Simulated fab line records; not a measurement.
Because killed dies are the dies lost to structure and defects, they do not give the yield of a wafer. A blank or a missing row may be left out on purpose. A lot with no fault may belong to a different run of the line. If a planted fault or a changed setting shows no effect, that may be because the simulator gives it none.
Split-lot study	flow n5_finfet	on a route of 1938 steps: 7 lots, 39 wafers read

## THE SPLIT ITSELF
At N5_BEOL_M6_ILD_DEP_00 (deposits SiCOH lowk from DEMS/porogen, target thk 179.75 nm, time 33.4 s), the setting time_s was moved away from the recipe's 33.4 s on 9 of the 39 wafers read, by -16.0% to +54.2%. All remaining wafers had this setting at the recipe value.

## THE PATH FROM SPLIT TO READING: the file shows 1 step between them
- N5_BEOL_M6_CURE_74: cures SiCOH lowk, time 240 s

## THE READING
Values of M6_ILD_THK in nm from N5_BEOL_M6_THK_MEAS_01. On this fab line, fault-free wafers typically give 155.1 nm with a standard deviation of 2.1 nm.

wafer	tool, chamber at the split	time_s as run, s	against the recipe	M6_ILD_THK, nm	against lot-mates on the recipe
L075.2	pecvd-01, 2	33.4	recipe	152.7	-
L075.4	pecvd-01, 2	33.4	recipe	155.4	-
L075.5	pecvd-01, 1	33.4	recipe	156.4	-
L077.1	pecvd-02, 0	33.4	recipe	156.2	-
L077.2	pecvd-02, 2	33.4	recipe	154.7	-
L077.3	pecvd-02, 2	33.4	recipe	160.6	-
L077.4	pecvd-02, 0	33.4	recipe	154.8	-
L077.5	pecvd-02, 2	33.4	recipe	159.8	-
L077.6	pecvd-02, 0	33.4	recipe	155.2	-
L083.1	pecvd-03, 0	51.5	+54.2%	233.6	+79.7
L083.2	pecvd-03, 1	33.4	recipe	152.0	-
L083.3	pecvd-03, 2	51.5	+54.2%	235.1	+81.2
L083.4	pecvd-03, 1	33.4	recipe	155.9	-
L083.5	pecvd-03, 0	51.5	+54.2%	239.4	+85.5
L083.6	pecvd-03, 2	33.4	recipe	153.8	-
L085.1	pecvd-02, 1	33.4	recipe	153.4	-
L085.2	pecvd-02, 2	38.84	+16.3%	179.6	+25.2
L085.3	pecvd-02, 0	33.4	recipe	151.9	-
L085.4	pecvd-02, 1	33.4	recipe	157.8	-
L085.5	pecvd-02, 0	38.84	+16.3%	179.0	+24.6
L085.6	pecvd-02, 2	38.84	+16.3%	181.3	+26.9
L086.1	pecvd-02, 2	33.4	recipe	155.8	-
L086.2	pecvd-02, 1	33.4	recipe	153.7	-
L086.3	pecvd-02, 0	33.4	recipe	152.7	-
L086.4	pecvd-02, 1	33.4	recipe	157.2	-
L086.5	pecvd-02, 0	33.4	recipe	155.9	-
L086.6	pecvd-02, 2	33.4	recipe	156.0	-
L089.1	pecvd-01, 1	33.4	recipe	153.4	-
L089.2	pecvd-01, 2	33.4	recipe	153.4	-
L089.3	pecvd-01, 1	33.4	recipe	155.8	-
L089.4	pecvd-01, 2	33.4	recipe	154.2	-
L089.5	pecvd-01, 2	33.4	recipe	157.9	-
L089.6	pecvd-01, 1	33.4	recipe	155.2	-
L095.1	pecvd-02, 0	28.07	-16.0%	128.3	-26.4
L095.2	pecvd-02, 2	28.07	-16.0%	129.3	-25.4
L095.3	pecvd-02, 1	33.4	recipe	152.0	-
L095.4	pecvd-02, 2	33.4	recipe	156.2	-
L095.5	pecvd-02, 0	28.07	-16.0%	129.0	-25.7
L095.6	pecvd-02, 1	33.4	recipe	155.9	-

THE FIT
A straight line over all 39 wafers: M6_ILD_THK changes by +1.51 nm for each +1% of time_s; r = +1.00; the points scatter about the line by 2.2 nm.
The same after taking each lot's own level away (the mean of its wafers on the recipe; 39 wafers): +1.53 nm for each +1%; r = +1.00; scatter 1.9 nm.
On that fit, the largest move of time_s shifts the reading by 83 nm.
The lots' own levels span 153.90 to 156.88 nm, that is 1.4 times the standard deviation above.
Consequently the slope shifts little with the lot-to-lot level, the two slopes agreeing.
Check: for one of the wafers moved furthest among these (+54.2%), held out of the fit, the line's prediction against its lot-mates is +84 nm. Against them it came out at +79.7 nm.

## THE WHOLE CHAIN: every reading that the file lists as answering this split, in the file's order
step	what it does	reading	change (the file's fit)	r (the file's)
N5_BEOL_M6_ILD_DEP_00	deposits SiCOH lowk from DEMS/porogen, target thk 179.75 nm, time 33.4 s	SiCOH_lowk_of_BEOL_M6_ILD_DEP_00.thk_nm (the simulator's own value, which no gauge read)	+1.75 nm for each +1% of the setting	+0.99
N5_BEOL_M6_CURE_74	cures SiCOH lowk, time 240 s	SiCOH_lowk_of_BEOL_M6_ILD_DEP_00.thk_nm (the simulator's own value, which no gauge read)	+1.53 nm for each +1% of the setting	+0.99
N5_BEOL_M6_THK_MEAS_01		M6_ILD_THK	+1.53 for each +1% of the setting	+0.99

## FILE'S OWN FIT
M6_ILD_THK changes by +1.53 nm for each +1% of time_s, r = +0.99.
